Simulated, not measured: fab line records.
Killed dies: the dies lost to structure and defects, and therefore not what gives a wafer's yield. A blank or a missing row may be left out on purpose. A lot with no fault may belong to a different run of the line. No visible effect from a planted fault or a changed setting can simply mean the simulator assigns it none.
Which tool did it? ; flow nand_harc ; Sampling: 13 lots, 39 wafers, 5 of 1159 route steps

== WHAT EACH GAUGE READ, for each wafer ==
NHARC_HYBRID_BOND_OVL_MEAS_05. Usual: overlay_x_nm -1 nm, standard deviation 34; overlay_y_nm -3 nm, standard deviation 31.
lot;measured;on;overlay_x_nm (nm);overlay_y_nm (nm);flag
L772;day 19 05:43;overlay-02;50 7 -53;44 -51 -1;
L773;day 19 05:41;overlay-02;-23 -78 -16;-33 -34 22;
L774;day 19 21:35;overlay-02;-30 4 16;67 -5 9;
L777;day 20 06:46;overlay-01;-59 -20 17;67 6 10;
L775;day 20 15:38;overlay-02;-20 30 86;-24 5 0;
L778;day 20 21:42;overlay-01;34 -32 -51;7 -39 20;
L779;day 20 15:38;overlay-01;35 45 43;12 -22 -16;
L780;day 20 21:42;overlay-02;-5 9 -41;41 -31 10;
L784;day 21 06:32;overlay-01;47 -46 28;-33 7 -15;
L781;day 21 06:32;overlay-01;-62 18 -9;-37 19 -21;
L783;day 22 08:17;overlay-01;-24 -35 -35;-11 -27 21;
L782;day 22 08:18;overlay-02;39 29 27;19 11 11;
L793;day 24 05:08;overlay-02;-4 19 27;-80 -58 -10;

NHARC_END_SORT_01. Usual: killed_at_array 29, standard deviation 12; killed_at_other 0.7, standard deviation 1; killed_at_periphery 4, standard deviation 3.2; killed_dies 34, standard deviation 12; killed_open 3.4, standard deviation 2; killed_short 1.8, standard deviation 1.3.
lot;measured;on;killed_at_array;killed_at_other;killed_at_periphery;killed_dies;killed_open;killed_short;flag
L782;day 23 03:43;prober-01;19 99 14;0 1 0;3 0 1;22 100 15;2 1 2;0 2 2;

== WHICH TOOL RAN EACH LOT (tool, then ch and the chambers of the sampled wafers, then the start) ==
lot;NHARC_A_STAIRCASE_STRIP_206;NHARC_A_BONDPAD_PVD_27;NHARC_THIN_TSV_PVD_51
L772;wet_bench-07 ch 0,1,7, day 11 19:27;pvd_sputter-03, day 19 05:43 or earlier;pvd_sputter-01, no start
L773;wet_bench-02 ch 1,3,5, day 11 19:32;pvd_sputter-02, day 19 05:41 or earlier;pvd_sputter-01, no start
L774;wet_bench-07 ch 1,5,6, day 12 05:59;pvd_sputter-03, day 19 21:35 or earlier;pvd_sputter-02, no start
L777;wet_bench-04 ch 4,5,7, day 12 15:38;pvd_sputter-01, day 20 06:46 or earlier;pvd_sputter-03, no start
L775;wet_bench-04 ch 0,2,5, day 12 20:19;pvd_sputter-01, day 20 15:38 or earlier;pvd_sputter-02, no start
L778;wet_bench-04 ch 5,6,7, day 13 05:22;pvd_sputter-02, day 20 21:42 or earlier;pvd_sputter-01, no start
L779;wet_bench-02 ch 2,4,5, day 13 12:03;pvd_sputter-02, day 20 15:38 or earlier;pvd_sputter-03, no start
L780;wet_bench-02 ch 4,5,7, day 13 13:23;pvd_sputter-02, day 20 21:42 or earlier;pvd_sputter-03, no start
L784;wet_bench-04 ch 1,2,5, day 14 09:16;pvd_sputter-02, day 21 06:32 or earlier;pvd_sputter-03, no start
L781;wet_bench-02 ch 1,3,6, day 14 10:11;pvd_sputter-03, day 21 06:32 or earlier;pvd_sputter-02, no start
L783;wet_bench-04 ch 0,3,4, day 14 10:22;pvd_sputter-01, day 22 08:17 or earlier;pvd_sputter-02, no start
L782;wet_bench-04 ch 0,5,7, day 15 02:34;pvd_sputter-02, day 22 08:18 or earlier;pvd_sputter-02, day 23 03:43 or earlier
L793;wet_bench-07 ch 0,1,6, day 16 19:05;pvd_sputter-03, day 24 05:08 or earlier;pvd_sputter-02, no start
- NHARC_A_STAIRCASE_STRIP_206: strips in SPM, time 900 s.
- NHARC_A_BONDPAD_PVD_27: deposits Cu, target thk 30 nm, time 20.49 s.
- NHARC_THIN_TSV_PVD_51: deposits Cu, target thk 100 nm.

== AS READ BY THE TOOLS THEMSELVES (means over the sampled wafers that have a number; for cases with no such wafer, the mark the record gives instead) ==
NHARC_A_BONDPAD_PVD_27. Usual: throttle_valve_pct at 30.5 %, with a standard deviation of 1.1.
lot;tool;throttle_valve_pct (%);flag
L772;pvd_sputter-03;29.4;
L773;pvd_sputter-02;30.4;
L774;pvd_sputter-03;29.4;
L777;pvd_sputter-01;31.1;
L775;pvd_sputter-01;31.1;
L778;pvd_sputter-02;30.9;
L779;pvd_sputter-02;30.7;
L780;pvd_sputter-02;31.2;
L784;pvd_sputter-02;30.8;
L781;pvd_sputter-03;30.3;
L783;pvd_sputter-01;31.1;
L782;pvd_sputter-02;30.7;
L793;pvd_sputter-03;28.6;

NHARC_THIN_TSV_PVD_51. Usual: throttle_valve_pct at 30.5 %, with a standard deviation of 1.1.
lot;tool;throttle_valve_pct (%);flag
L772;pvd_sputter-01;31.0;
L773;pvd_sputter-01;31.0;
L774;pvd_sputter-02;30.4;
L777;pvd_sputter-03;29.5;
L775;pvd_sputter-02;31.1;
L778;pvd_sputter-01;31.4;
L779;pvd_sputter-03;29.3;
L780;pvd_sputter-03;29.4;
L784;pvd_sputter-03;29.7;
L781;pvd_sputter-02;30.1;
L783;pvd_sputter-02;30.6;
L782;pvd_sputter-02;31.0;
L793;pvd_sputter-02;31.1;

== THE ANSWER, worked out from the rows above alone ==
Rule: a lot is off if the mean of its wafers that have a number lies more than 3 standard deviations from the usual mean. A lot without any number at a reading at which 4 lots or more have one is off too. Any other lot the step has rows for is counted as sound. The gauges are gone through in route order, then the tools' own readings, and for those a lot's mean is taken as printed above. At the first step where some lot is off, the reading lying furthest off is the one used; lots without a number count as furthest.
Nothing can be told from this: no lot is off at any reading shown.

== WHAT THE SIMULATOR HAD INSERTED ==
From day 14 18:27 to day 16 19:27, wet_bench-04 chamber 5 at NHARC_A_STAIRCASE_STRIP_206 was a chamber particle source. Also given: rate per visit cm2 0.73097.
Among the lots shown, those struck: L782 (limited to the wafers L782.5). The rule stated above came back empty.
